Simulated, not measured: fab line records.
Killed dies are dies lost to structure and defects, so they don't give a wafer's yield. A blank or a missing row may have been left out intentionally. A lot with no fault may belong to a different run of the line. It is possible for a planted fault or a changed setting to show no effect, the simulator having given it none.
fab line records | flow n5-finfet
[record] lots = 7 | wafers = 39
route steps=1938 shown WELL_APT@24 FIN_SAQP@102 SPACER0@258 SD_EPI_N@293 MOL_CONTACT_COAG@544 BEOL_M4@1111
start-h: start of the lot's first displayed wafer, in hours after the record's first day | wait-h: hours since the lot's step before | " as in the row above | L1.1+2: one row covering several wafers at once | - no value, or no start was given | * or withheld: withheld | < > ~ a bound
route shown NAME@n: NAME is a module with steps in the file, n the number in the route of the first one | usual: mean and standard deviation over wafers with no fault | same: alike in all rows | chamber/n: place in a boat | sites: each site's reading | _std_site: how widely they spread, as a standard deviation | _edge_site: the outer-site mean with the inner-site mean subtracted | radius-mm: how far each site lies from the wafer's centre | mask NAME#n: copy n | behind: the tool/chamber that last shaped the wafer | hold: why the lot was held/for how many hours/how that ended | device: names the non-switching transistor (n, p or np) | end of line: the route-end tests of the same wafers | where a step has no rows: the recipe by itself | killed: count of dies lost to structure and defects at first sort (not the wafer's yield) | map: dies across one wafer; x = killed, . = not, _ = none there
set.NAME: the setting the step ran with; set.NAME@STEP: the setting that earlier step ran with | model.NAME: the simulator's own value behind a step, which no gauge read
lots whose settings were changed on purpose; a table a step, a row a wafer
[[steps]]
[step N5_WELL_APT_EXPOSE_05]
[recipe] mask-id = NWELL | na = 0.8 | source-shape = conventional | sigma-outer = 0.8 | polarization = unpolarized | defocus-nm = 0 | target-cd-nm = 200 | dose-mj = 20.3
[step N5_FIN_SAQP_HM_DEP_72]
[recipe] material = SiO2 | target-thk-a = 120 | temp-c = 400 | precursor = SiH4/N2O | pressure-torr = 0.75 | rf-w = 275 | time-s = 7.2
[step N5_SPACER0_ALD_07]
[recipe] material = SiNx | target-thk-a = 20 | temp-c = 400 | ald-precursor-family = SiH2I2 | ald-co-reactant = N2/H2-plasma | pressure-torr = 2
[step N5_SD_EPI_N_LINER_46]
[recipe] material = SiNx | target-thk-a = 30 | temp-c = 400 | ald-precursor-family = SiH2I2 | ald-co-reactant = N2/H2-plasma | pressure-torr = 2
[step N5_MOL_CONTACT_COAG_ALD_20]
[recipe] material = TiN | target-thk-a = 15 | temp-c = 400 | ald-precursor-family = TiCl4 | ald-co-reactant = NH3 | pulse-time-s = 1 | purge-time-s = 3 | co-reactant-purge-time-s = 2 | co-reactant-pulse-time-s = 2 | ald-cycles = 68 | pressure-torr = 3
[step N5_MOL_CONTACT_COAG_ALD_27]
[recipe] material = SiOC | target-thk-a = 170 | temp-c = 400 | ald-precursor-family = carbosiloxane | ald-co-reactant = H2-plasma | pulse-time-s = 1.5 | time-s = 2720 | purge-time-s = 2 | co-reactant-purge-time-s = 2 | ald-cycles = 340 | pressure-torr = 2
[step N5_MOL_CONTACT_COAG_EXPOSE_81]
[recipe] mask-id = VG | na = 0.33 | source-shape = annular | sigma-inner = 0.3 | sigma-outer = 0.7 | polarization = unpolarized | defocus-nm = 0 | dose-mj = 59.5
[step N5_MOL_CONTACT_COAG_ETCHBACK_135]
[recipe] chemistry = CHF3 | target = SiO2 | target-depth-a = 250 | time-s = 16.7 | ion-energy-ev = 200 | pressure-mtorr = 30 | source-w = 610 | bias-w = 170 | Ar_flow_sccm = 200 | CHF3_flow_sccm = 50
[step N5_MOL_CONTACT_COAG_VIA_ETCH_117]
[recipe] chemistry = C4F6/O2 | target-depth-a = 400 | overetch-a = 80 | mask-material = SOC | target = SiO2 | bias-w = 455 | pressure-mtorr = 10 | time-s = 26 | source-w = 325 | Ar_flow_sccm = 300 | C4F6_flow_sccm = 10 | O2_flow_sccm = 10 | ion-energy-ev = 575.3 | ends = end-point
[step N5_BEOL_M4_RC_MEAS_101]
[usual] REXT_P = 100.3/2.2
lot.wafer | tool      | chamber | start-h | wait-h | set.dose-mj@WELL_APT_EXPOSE_05 | set.target-thk-a@FIN_SAQP_HM_DEP_72 | set.target-thk-a@SPACER0_ALD_07 | set.target-thk-a@SD_EPI_N_LINER_46 | set.ald-cycles@MOL_CONTACT_COAG_ALD_20 | set.time-s@MOL_CONTACT_COAG_ALD_27 | set.dose-mj@MOL_CONTACT_COAG_EXPOSE_81 | set.target-depth-a@MOL_CONTACT_COAG_ETCHBACK_135 | set.bias-w@MOL_CONTACT_COAG_VIA_ETCH_117 | REXT_P[ohm.um]
L078.1    | prober-01 | 0       | 190.35  | 0.0    | 20.3                           | 120                                 | 20                              | 30                                 | 68                                     | 2720                               | 59.5                                   | 250                                              | 455                                      | 104.2
L078.3    | "         | 0       | "       | "      | 20.3                           | 120                                 | 20                              | 30                                 | 68                                     | 2720                               | 59.5                                   | 250                                              | 455                                      | 103.5
L078.4    | "         | 0       | "       | "      | 20.3                           | 120                                 | 20                              | 30                                 | 68                                     | 2720                               | 59.5                                   | 250                                              | 455                                      | 103.1
L079.1    | prober-01 | 0       | 195.96  | 0.0    | 19.2                           | 120                                 | 20                              | 30                                 | 68                                     | 2720                               | 59.5                                   | 239.1                                            | 455                                      | 99.9
L079.2    | "         | 0       | "       | "      | 20.3                           | 136.3                               | 20                              | 30                                 | 68                                     | 2912                               | 63.39                                  | 250                                              | 402.4                                    | 100.8
L079.3    | "         | 0       | "       | "      | 20.3                           | 120                                 | 17.71                           | 31.41                              | 68                                     | 2912                               | 59.5                                   | 250                                              | 402.4                                    | 102.2
L079.4    | "         | 0       | "       | "      | 19.2                           | 136.3                               | 17.71                           | 31.41                              | 68                                     | 2912                               | 63.39                                  | 239.1                                            | 455                                      | 99.5
L079.5    | "         | 0       | "       | "      | 20.3                           | 120                                 | 20                              | 31.41                              | 68                                     | 2720                               | 63.39                                  | 239.1                                            | 402.4                                    | 104.0
L079.6    | "         | 0       | "       | "      | 19.2                           | 136.3                               | 17.71                           | 30                                 | 68                                     | 2720                               | 59.5                                   | 250                                              | 455                                      | 98.3
L082.1    | prober-01 | 0       | 209.16  | 0.0    | 21.49                          | 120                                 | 20                              | 27.01                              | 68                                     | 2720                               | 59.5                                   | 218.7                                            | 455                                      | 96.3
L082.2    | "         | 0       | "       | "      | 20.3                           | 120                                 | 22.46                           | 27.01                              | 72                                     | 2720                               | 62.46                                  | 218.7                                            | 455                                      | 100.5
L082.3    | "         | 0       | "       | "      | 21.49                          | 127.5                               | 20                              | 30                                 | 68                                     | 2720                               | 59.5                                   | 250                                              | 519.9                                    | 99.5
L082.4    | "         | 0       | "       | "      | 20.3                           | 127.5                               | 20                              | 30                                 | 72                                     | 3172                               | 62.46                                  | 250                                              | 455                                      | 100.8
L082.5    | "         | 0       | "       | "      | 21.49                          | 127.5                               | 22.46                           | 27.01                              | 72                                     | 3172                               | 59.5                                   | 250                                              | 519.9                                    | 98.3
L082.6    | "         | 0       | "       | "      | 20.3                           | 120                                 | 22.46                           | 30                                 | 68                                     | 3172                               | 62.46                                  | 218.7                                            | 519.9                                    | 103.6
L088.1    | prober-02 | 0       | 251.41  | 0.0    | 20.3                           | 120                                 | 21.08                           | 31.23                              | 56                                     | 2720                               | 59.5                                   | 263.3                                            | 504.8                                    | 99.5
L088.2    | "         | 0       | "       | "      | 20.3                           | 120                                 | 21.08                           | 31.23                              | 56                                     | 2370                               | 59.5                                   | 263.3                                            | 455                                      | 102.7
L088.3    | "         | 0       | "       | "      | 20.3                           | 120                                 | 20                              | 31.23                              | 68                                     | 2370                               | 59.5                                   | 250                                              | 455                                      | 99.4
L088.4    | "         | 0       | "       | "      | 20.3                           | 120                                 | 21.08                           | 30                                 | 68                                     | 2720                               | 59.5                                   | 250                                              | 455                                      | 97.3
L088.5    | "         | 0       | "       | "      | 20.3                           | 120                                 | 20                              | 30                                 | 56                                     | 2370                               | 59.5                                   | 250                                              | 504.8                                    | 96.2
L088.6    | "         | 0       | "       | "      | 20.3                           | 120                                 | 20                              | 30                                 | 68                                     | 2720                               | 59.5                                   | 263.3                                            | 504.8                                    | 99.2
L092.1    | prober-01 | 0       | 266.77  | 0.0    | 20.3                           | 106.2                               | 20                              | 26.45                              | 57                                     | 2720                               | 59.5                                   | 250                                              | 455                                      | 94.0
L092.2    | "         | 0       | "       | "      | 19.34                          | 106.2                               | 19.04                           | 26.45                              | 68                                     | 2720                               | 63.52                                  | 250                                              | 455                                      | 92.0
L092.3    | "         | 0       | "       | "      | 20.3                           | 120                                 | 19.04                           | 30                                 | 57                                     | 2977                               | 63.52                                  | 250                                              | 421.3                                    | 98.0
L092.4    | "         | 0       | "       | "      | 20.3                           | 106.2                               | 19.04                           | 30                                 | 68                                     | 2720                               | 63.52                                  | 250                                              | 421.3                                    | 96.2
L092.5    | "         | 0       | "       | "      | 19.34                          | 120                                 | 20                              | 26.45                              | 68                                     | 2977                               | 59.5                                   | 250                                              | 421.3                                    | 93.3
L092.6    | "         | 0       | "       | "      | 19.34                          | 120                                 | 20                              | 30                                 | 57                                     | 2977                               | 59.5                                   | 250                                              | 455                                      | 98.2
L094.1    | prober-01 | 0       | 285.46  | 0.0    | 20.3                           | 124.6                               | 20                              | 30                                 | 65                                     | 2720                               | 59.5                                   | 276                                              | 455                                      | 99.1
L094.2    | "         | 0       | "       | "      | 20.3                           | 124.6                               | 18.19                           | 34.4                               | 68                                     | 2720                               | 59.5                                   | 250                                              | 389.1                                    | 101.5
L094.3    | "         | 0       | "       | "      | 20.3                           | 120                                 | 18.19                           | 30                                 | 65                                     | 2720                               | 61.82                                  | 250                                              | 455                                      | 95.4
L094.4    | "         | 0       | "       | "      | 20.93                          | 124.6                               | 20                              | 30                                 | 68                                     | 2720                               | 61.82                                  | 276                                              | 389.1                                    | 100.2
L094.5    | "         | 0       | "       | "      | 20.93                          | 120                                 | 20                              | 34.4                               | 68                                     | 2720                               | 59.5                                   | 250                                              | 455                                      | 105.0
L094.6    | "         | 0       | "       | "      | 20.93                          | 120                                 | 18.19                           | 34.4                               | 65                                     | 2720                               | 61.82                                  | 276                                              | 389.1                                    | 103.6
L095.1    | prober-01 | 0       | 295.35  | 0.0    | 20.3                           | 120                                 | 21.57                           | 30                                 | 68                                     | 2720                               | 59.5                                   | 232.3                                            | 455                                      | 103.3
L095.2    | "         | 0       | "       | "      | 20.3                           | 120                                 | 20                              | 30                                 | 68                                     | 2720                               | 56.99                                  | 250                                              | 405.1                                    | 103.0
L095.3    | "         | 0       | "       | "      | 21.54                          | 107                                 | 20                              | 30                                 | 68                                     | 2720                               | 59.5                                   | 250                                              | 405.1                                    | 101.6
L095.4    | "         | 0       | "       | "      | 20.3                           | 107                                 | 21.57                           | 30                                 | 64                                     | 2720                               | 59.5                                   | 232.3                                            | 455                                      | 103.9
L095.5    | "         | 0       | "       | "      | 21.54                          | 107                                 | 21.57                           | 30                                 | 64                                     | 2720                               | 56.99                                  | 250                                              | 455                                      | 104.0
L095.6    | "         | 0       | "       | "      | 21.54                          | 120                                 | 20                              | 30                                 | 64                                     | 2720                               | 56.99                                  | 232.3                                            | 405.1                                    | 100.8
[[key]]
[split] step = N5_WELL_APT_EXPOSE_05 | setting = dose-mj | stated-as = 20.3
response none clear
[split] step = N5_FIN_SAQP_HM_DEP_72 | setting = target-thk-a | stated-as = 120
response none clear
[split] step = N5_SPACER0_ALD_07 | setting = target-thk-a | stated-as = 20
[response] step = N5_BEOL_M4_RC_MEAS_101 | reading = REXT_P | slope = +0.276 | per = 1% | together-with = all | explained = 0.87
[split] step = N5_SD_EPI_N_LINER_46 | setting = target-thk-a | stated-as = 30
[response] step = N5_BEOL_M4_RC_MEAS_101 | reading = REXT_P | slope = +0.419 | per = 1% | together-with = all | explained = 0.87
[split] step = N5_MOL_CONTACT_COAG_ALD_20 | setting = ald-cycles | stated-as = 68
response none clear
[split] step = N5_MOL_CONTACT_COAG_ALD_27 | setting = time-s | stated-as = 2720
response none clear
[split] step = N5_MOL_CONTACT_COAG_EXPOSE_81 | setting = dose-mj | stated-as = 59.5
response none clear
[split] step = N5_MOL_CONTACT_COAG_ETCHBACK_135 | setting = target-depth-a | stated-as = 250
response none clear
[split] step = N5_MOL_CONTACT_COAG_VIA_ETCH_117 | setting = bias-w | stated-as = 455
response none clear
